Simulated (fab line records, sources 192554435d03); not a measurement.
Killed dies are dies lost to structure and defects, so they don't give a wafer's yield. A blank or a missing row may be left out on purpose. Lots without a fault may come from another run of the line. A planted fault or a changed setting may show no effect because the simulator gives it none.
Which tool did it? | flow n5_finfet | 10 lots, 26 wafers sampled, at 6 steps of a route of 1938

WHAT THE GAUGES READ, wafer by wafer
N5_BEOL_M0_SAQP_CD_MEAS_25: target cd 13.1 nm. Usual: cd_nm 12.82 nm, standard deviation 0.24.
lot  | measured     | on        | cd_nm (nm)        | flag
L396 | day 5 17:20  | cd_sem-02 | 12.49 12.67 12.51 |
L397 | day 5 20:05  | cd_sem-03 | 12.73 13.16 12.93 |
L399 | day 6 08:04  | cd_sem-02 | 12.75 13.04 12.60 |
L400 | day 6 17:23  | cd_sem-02 | 12.90 12.89       |
L406 | day 8 00:29  | cd_sem-03 | 12.98 12.92 13.05 |
L409 | day 8 19:14  | cd_sem-01 | 12.99 16.63       | OFF
L411 | day 9 07:08  | cd_sem-01 | 12.76 16.58       | OFF
L415 | day 10 22:37 | cd_sem-02 | 12.77 12.34 12.45 |
L417 | day 10 22:47 | cd_sem-03 | 12.65 13.03 12.50 |
L419 | day 11 12:31 | cd_sem-02 | 12.25 12.42       |

N5_BEOL_M4_RC_MEAS_101. Usual: DIBL_N 36.8 mV/V, standard deviation 2.2; DIBL_P 37.0 mV/V, standard deviation 2.8; IOFF_N 0.18 nA/um, standard deviation 0.043; IOFF_P 0.23 nA/um, standard deviation 0.05; ION_N 680 uA/um, standard deviation 14; ION_P 466 uA/um, standard deviation 9.1; SS_N 71.7 mV/dec, standard deviation 0.74; SS_P 73.5 mV/dec, standard deviation 0.79; VT_N 248 mV, standard deviation 4; VT_P -249 mV, standard deviation 4.1.
lot  | measured     | on        | DIBL_N (mV/V)  | DIBL_P (mV/V)  | IOFF_N (nA/um) | IOFF_P (nA/um) | ION_N (uA/um) | ION_P (uA/um) | SS_N (mV/dec)  | SS_P (mV/dec)  | VT_N (mV)   | VT_P (mV)      | flag
L396 | day 8 09:23  | prober-01 | 34.7 33.8 37.8 | 35.3 35.0 38.8 | 0.13 0.13 0.20 | 0.19 0.19 0.25 | 665 687 689   | 459 467 467   | 71.2 71.0 71.7 | 73.2 73.7 74.1 | 251 249 246 | -253 -251 -249 |
L397 | day 8 09:34  | prober-02 | 37.8 34.9 38.9 | 36.7 33.9 38.6 | 0.16 0.13 0.19 | 0.19 0.17 0.23 | 666 677 688   | 450 462 463   | 71.9 69.7 71.8 | 73.9 73.0 73.7 | 249 252 248 | -254 -255 -251 |
L399 | day 9 05:10  | prober-01 | 35.7 36.3 37.7 | 36.9 38.2 40.2 | 0.18 0.17 0.23 | 0.19 0.19 0.24 | 677 667 700   | 453 456 467   | 71.6 71.6 72.0 | 73.4 73.1 73.6 | 243 253 244 | -254 -253 -250 |
L400 | day 9 08:22  | prober-01 | 36.6 32.5      | 39.3 33.7      | 0.18 0.10      | 0.20 0.13      | 682 659       | 455 444       | 71.6 70.4      | 73.9 72.3      | 246 255     | -253 -259      |
L406 | day 10 14:43 | prober-02 | 40.1 38.5 42.5 | 39.8 38.5 42.6 | 0.20 0.19 0.27 | 0.30 0.28 0.36 | 671 681 700   | 470 477 479   | 72.0 71.6 73.1 | 74.3 73.3 74.9 | 249 246 244 | -244 -243 -242 |
L409 | day 11 07:29 | prober-02 | 36.1           | 36.5           | 0.15           | 0.20           | 674           | 462           | 71.9           | 73.4           | 251         | -251           |
L411 | day 11 13:53 | prober-01 | 35.7           | 34.9           | 0.14           | 0.23           | 666           | 467           | 71.9           | 73.1           | 251         | -247           |
L415 | day 12 20:40 | prober-01 | 33.8 36.8 38.4 | 32.3 36.9 38.7 | 0.13 0.18 0.23 | 0.18 0.25 0.27 | 664 682 700   | 461 468 479   | 71.4 71.5 71.8 | 72.0 72.8 73.7 | 253 247 242 | -252 -249 -248 |
L417 | day 13 03:29 | prober-01 | 37.4 39.8 38.5 | 36.0 41.2 37.6 | 0.18 0.25 0.21 | 0.20 0.31 0.23 | 687 707 683   | 459 480 460   | 71.9 73.3 72.8 | 73.4 74.3 73.8 | 249 244 247 | -252 -249 -250 |
L419 | day 13 11:31 | prober-02 | 36.7 37.7      | 37.9 40.2      | 0.20 0.22      | 0.26 0.31      | 686 701       | 474 487       | 72.2 72.3      | 73.6 74.8      | 243 242     | -244 -241      |

WHICH TOOL RAN EACH LOT (tool, then ch and the chambers of the sampled wafers, then the start)
lot  | N5_BEOL_M0_SAQP_SPACER1_ALD_98    | N5_BEOL_M0_SAQP_MANDREL1_REMOVE_100 | N5_BEOL_M0_SAQP_RECESS_104         | N5_BEOL_M0_SAQP_STRIP_108
L396 | ald_sin-01 ch 0,3, day 5 16:40    | rie_si-02 ch 0,1, day 5 17:14       | vapor_etch-02 ch 0,1, day 5 17:36  | rie_diel-03 ch 0,2,3, day 5 18:08
L397 | ald_sin-01 ch 0,1,2, day 5 19:25  | rie_si-01 ch 0,2, day 5 19:58       | vapor_etch-01 ch 0,1, day 5 20:21  | rie_diel-02 ch 2,3, day 5 20:56
L399 | ald_sin-01 ch 0,1, day 6 07:23    | rie_si-01 ch 0,1,2, day 6 07:57     | vapor_etch-02 ch 0,1, day 6 08:19  | rie_diel-01 ch 0,1,2, day 6 08:52
L400 | ald_sin-01 ch 0,1, day 6 16:37    | rie_si-04 ch 0,2, day 6 17:16       | vapor_etch-01 ch 0, day 6 17:39    | rie_diel-02 ch 0,1, day 6 18:34
L406 | ald_sin-02 ch 0,1,3, day 7 23:48  | rie_si-02 ch 0,1, day 8 00:22       | vapor_etch-01 ch 0, day 8 00:51    | rie_diel-03 ch 0,1,2, day 8 01:38
L409 | ald_sin-01 ch 2, day 8 18:34      | rie_si-02 ch 0,3, day 8 19:08       | vapor_etch-01 ch 0, day 8 19:30    | rie_diel-02 ch 2, day 8 20:25
L411 | ald_sin-01 ch 2,3, day 9 06:41    | rie_si-02 ch 1,2, day 9 07:03       | vapor_etch-02 ch 0,1, day 9 08:47  | rie_diel-01 ch 2,3, day 9 09:10
L415 | ald_sin-03 ch 1,3, day 10 21:54   | rie_si-02 ch 1,2, day 10 22:30      | vapor_etch-02 ch 0,1, day 10 23:04 | rie_diel-01 ch 0,1,2, day 10 23:37
L417 | ald_sin-02 ch 0,2,3, day 10 22:06 | rie_si-01 ch 1,2,3, day 10 22:40    | vapor_etch-02 ch 0,1, day 10 23:25 | rie_diel-01 ch 0,1,2, day 10 23:58
L419 | ald_sin-03 ch 0,1, day 11 12:04   | rie_si-04 ch 0,1, day 11 12:26      | vapor_etch-02 ch 0,1, day 11 13:01 | rie_diel-01 ch 1,2, day 11 13:20
- N5_BEOL_M0_SAQP_SPACER1_ALD_98: deposits SiO2, target thk 12.8 nm, pulse time 1 s, purge time 2 s.
- N5_BEOL_M0_SAQP_MANDREL1_REMOVE_100: chemistry HBr/Cl2/O2, target a-Si, stops on SiNx, bt time 10 s.
- N5_BEOL_M0_SAQP_RECESS_104: chemistry HF/NH3, target SiO2, target depth 18 nm, afs cycles 3, sublimation time 60 s.
- N5_BEOL_M0_SAQP_STRIP_108: strips in N2/H2.

WHAT THE TOOLS THEMSELVES READ (means of the sampled wafers that have a number; where no wafer has one, the mark that the record gives instead)
N5_BEOL_M0_SAQP_SPACER1_ALD_98. Usual: heater_power_w 467 W, standard deviation 52; precursor_pulse_height_rel 1.000, standard deviation 0.021.
lot  | tool       | heater_power_w (W) | precursor_pulse_height_rel | flag
L396 | ald_sin-01 | 449                | 1.018                      |
L397 | ald_sin-01 | 441                | 1.003                      |
L399 | ald_sin-01 | 439                | 1.024                      |
L400 | ald_sin-01 | 439                | 1.011                      |
L406 | ald_sin-02 | 550                | 1.002                      |
L409 | ald_sin-01 | 452                | 0.999                      |
L411 | ald_sin-01 | 458                | 0.998                      |
L415 | ald_sin-03 | 426                | 0.999                      |
L417 | ald_sin-02 | 485                | 1.020                      |
L419 | ald_sin-03 | 437                | 1.002                      |

N5_BEOL_M0_SAQP_MANDREL1_REMOVE_100. Usual: O2_flow_sccm 5.001 sccm, standard deviation 0.013; drypump_motor_current_A 5.6 A, standard deviation 0.48; oes_product_au 1.000 a.u., standard deviation 0.02; throttle_valve_pct 36.6 %, standard deviation 0.47.
lot  | tool      | O2_flow_sccm (sccm) | drypump_motor_current_A (A) | oes_product_au (a.u.) | throttle_valve_pct (%) | flag
L396 | rie_si-02 | 4.991               | 5.7                         | 1.005                 | 36.4                   |
L397 | rie_si-01 | 4.995               | 5.2                         | 1.026                 | 36.4                   |
L399 | rie_si-01 | 5.004               | 5.3                         | 1.024                 | 36.4                   |
L400 | rie_si-04 | 5.001               | 5.4                         | 0.986                 | 37.0                   |
L406 | rie_si-02 | 5.003               | 5.8                         | 0.990                 | 36.9                   |
L409 | rie_si-02 | 4.989               | 5.7                         | 0.984                 | 37.0                   |
L411 | rie_si-02 | 4.992               | 5.5                         | 1.010                 | 36.2                   |
L415 | rie_si-02 | 4.986               | 5.5                         | 1.024                 | 36.4                   |
L417 | rie_si-01 | 5.002               | 5.4                         | 1.007                 | 36.6                   |
L419 | rie_si-04 | 5.000               | 5.8                         | 1.004                 | 37.1                   |

N5_BEOL_M0_SAQP_RECESS_104. Usual: drypump_motor_current_A 6.0 A, standard deviation 0.41.
lot  | tool          | drypump_motor_current_A (A) | flag
L396 | vapor_etch-02 | 6.1                         |
L397 | vapor_etch-01 | 5.9                         |
L399 | vapor_etch-02 | 6.1                         |
L400 | vapor_etch-01 | 6.0                         |
L406 | vapor_etch-01 | 6.1                         |
L409 | vapor_etch-01 | 6.1                         |
L411 | vapor_etch-02 | 6.0                         |
L415 | vapor_etch-02 | 6.1                         |
L417 | vapor_etch-02 | 5.8                         |
L419 | vapor_etch-02 | 6.0                         |

N5_BEOL_M0_SAQP_STRIP_108. Usual: drypump_motor_current_A 5.8 A, standard deviation 0.41; h2_flow_sccm 300.0 sccm, standard deviation 0.89; oes_product_au 0.76 a.u., standard deviation 0.081; rf_vpp_V 122.1 V, standard deviation 1; showerhead_plenum_p_Torr 3.39 Torr, standard deviation 0.1; throttle_valve_pct 19.3 %, standard deviation 0.59.
lot  | tool        | drypump_motor_current_A (A) | h2_flow_sccm (sccm) | oes_product_au (a.u.) | rf_vpp_V (V) | showerhead_plenum_p_Torr (Torr) | throttle_valve_pct (%) | flag
L396 | rie_diel-03 | 6.4                         | 300.0               | 0.82                  | 122.8        | 3.46                            | 18.5                   |
L397 | rie_diel-02 | 5.9                         | 300.5               | 0.75                  | 122.3        | 3.44                            | 19.6                   |
L399 | rie_diel-01 | 5.4                         | 300.0               | 0.77                  | 121.9        | 3.41                            | 19.5                   |
L400 | rie_diel-02 | 5.8                         | 299.9               | 0.71                  | 120.5        | 3.33                            | 19.5                   |
L406 | rie_diel-03 | 6.1                         | 299.7               | 0.74                  | 123.0        | 3.38                            | 18.7                   |
L409 | rie_diel-02 | 6.0                         | 300.6               | 0.75                  | 121.3        | 3.49                            | 19.5                   |
L411 | rie_diel-01 | 5.9                         | 301.1               | 0.76                  | 122.5        | 3.36                            | 19.5                   |
L415 | rie_diel-01 | 5.4                         | 300.5               | 0.82                  | 121.7        | 3.39                            | 19.4                   |
L417 | rie_diel-01 | 5.4                         | 299.7               | 0.82                  | 123.7        | 3.39                            | 19.4                   |
L419 | rie_diel-01 | 5.5                         | 300.4               | 0.87                  | 122.2        | 3.35                            | 19.7                   |

THE ANSWER, worked out from the rows above alone
Rule: a lot is off if the mean of its wafers that have a number lies more than 3 standard deviations from the usual mean. A lot without any number at a reading at which 4 lots or more have one is off too. The other lots that the step has rows for count as sound. The gauges are gone through in route order, then the tools' own readings, and for those a lot's mean is taken as printed above. The first step at which some lot is off is used, and at that step the reading that is off furthest; a lot without a number counts as furthest.
Off: L409, L411, at N5_BEOL_M0_SAQP_CD_MEAS_25 (cd_nm).
A tool fits if, at a process step before that reading, it ran every lot that is off, and no sound lot after the first of them. The gauges at N5_BEOL_M0_SAQP_CD_MEAS_25 are tried like those tools. Can't be told from this: 2 tools fit, ald_sin-01 at N5_BEOL_M0_SAQP_SPACER1_ALD_98, cd_sem-01 at N5_BEOL_M0_SAQP_CD_MEAS_25.

WHAT THE SIMULATOR HAD PUT IN
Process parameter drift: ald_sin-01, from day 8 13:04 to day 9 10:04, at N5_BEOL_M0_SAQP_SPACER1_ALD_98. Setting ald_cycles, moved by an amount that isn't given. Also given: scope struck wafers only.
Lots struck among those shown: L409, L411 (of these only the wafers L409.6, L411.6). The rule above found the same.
